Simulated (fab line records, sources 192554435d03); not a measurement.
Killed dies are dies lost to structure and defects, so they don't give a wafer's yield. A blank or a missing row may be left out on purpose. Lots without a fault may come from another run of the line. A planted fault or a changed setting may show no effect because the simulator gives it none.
Chamber matching | flow n5_finfet | N5_BEOL_M2_ETCH_77 on rie_diel-04: 4 sister chambers
The step etches underlayer in N2/H2, target depth 6.5 nm, time 5.2 s. 16 wafers are shown with their chamber, then 8 later ones without.

WAFERS WITH THEIR CHAMBER
wafer  | chamber | showerhead_plenum_p_Torr (Torr) | rf_vpp_V (V) | throttle_valve_pct (%)
L075.1 | 0       | 2.68                            | 528          | 17.66
L075.3 | 1       | 2.70                            | 525          | 17.50
L075.4 | 0       | 2.68                            | 526          | 17.66
L079.3 | 0       | 2.68                            | 527          | 17.68
L079.5 | 1       | 2.70                            | 528          | 17.53
L079.6 | 2       | 2.49                            | 522          | 17.60
L083.1 | 0       | 2.67                            | 528          | 17.67
L083.2 | 1       | 2.69                            | 529          | 17.55
L083.4 | 1       | 2.69                            | 528          | 17.56
L084.1 | 0       | 2.67                            | 526          | 17.68
L084.2 | 1       | 2.69                            | 528          | 17.54
L084.3 | 3       | 2.69                            | 529          | 17.79
L089.1 | 1       | 2.69                            | 527          | 17.55
L089.3 | 3       | 2.69                            | 529          | 17.82
L089.6 | 0       | 2.67                            | 525          | 17.70
L088.1 | 2       | 2.49                            | 523          | 17.21

SIGNATURES (means of the wafers above)
reading                  | chamber 0 | chamber 1 | chamber 2 | chamber 3 | scatter within a chamber
showerhead_plenum_p_Torr | 2.6750    | 2.6933    | 2.4900    | 2.6900    | 0.00486
rf_vpp_V                 | 526.67    | 527.50    | 522.50    | 529.00    | 1.2
throttle_valve_pct       | 17.6750   | 17.5383   | 17.4050   | 17.8050   | 0.0816
Rule: a wafer's distance from a chamber is the root of the sum, over the readings, of the square of ((its reading less the chamber's mean) divided by the reading's scatter). The wafer belongs to the nearest chamber; if the next one is less than 2 further off, it can't be placed. The scatter: the root of (the sum of the squares of (reading less its chamber's mean) over the shown wafers, divided by (wafers less chambers)).

WAFERS WITHOUT THEIR CHAMBER
wafer  | showerhead_plenum_p_Torr (Torr) | rf_vpp_V (V) | throttle_valve_pct (%)
L088.3 | 2.67                            | 531          | 17.70
L088.4 | 2.68                            | 529          | 17.55
L094.1 | 2.48                            | 523          | 17.23
L094.2 | 2.66                            | 528          | 17.72
L094.5 | 2.68                            | 527          | 17.59
L096.1 | 2.48                            | 522          | 17.25
L096.4 | 2.66                            | 527          | 17.73
L096.5 | 2.68                            | 526          | 17.61

WHICH CHAMBER EACH WENT THROUGH
wafer  | from the rows above          | in truth
L088.3 | can't be placed: 0 or 3      | 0
L088.4 | can't be placed: 0 or 1 or 3 | 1
L094.1 | 2                            | 2
L094.2 | 0                            | 0
L094.5 | can't be placed: 0 or 1      | 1
L096.1 | 2                            | 2
L096.4 | 0                            | 0
L096.5 | can't be placed: 0 or 1      | 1
Placed correctly: 4 of 8. Can't be placed from these rows: 4 (the true chamber is among the candidates in 4). Placed wrongly: 0.
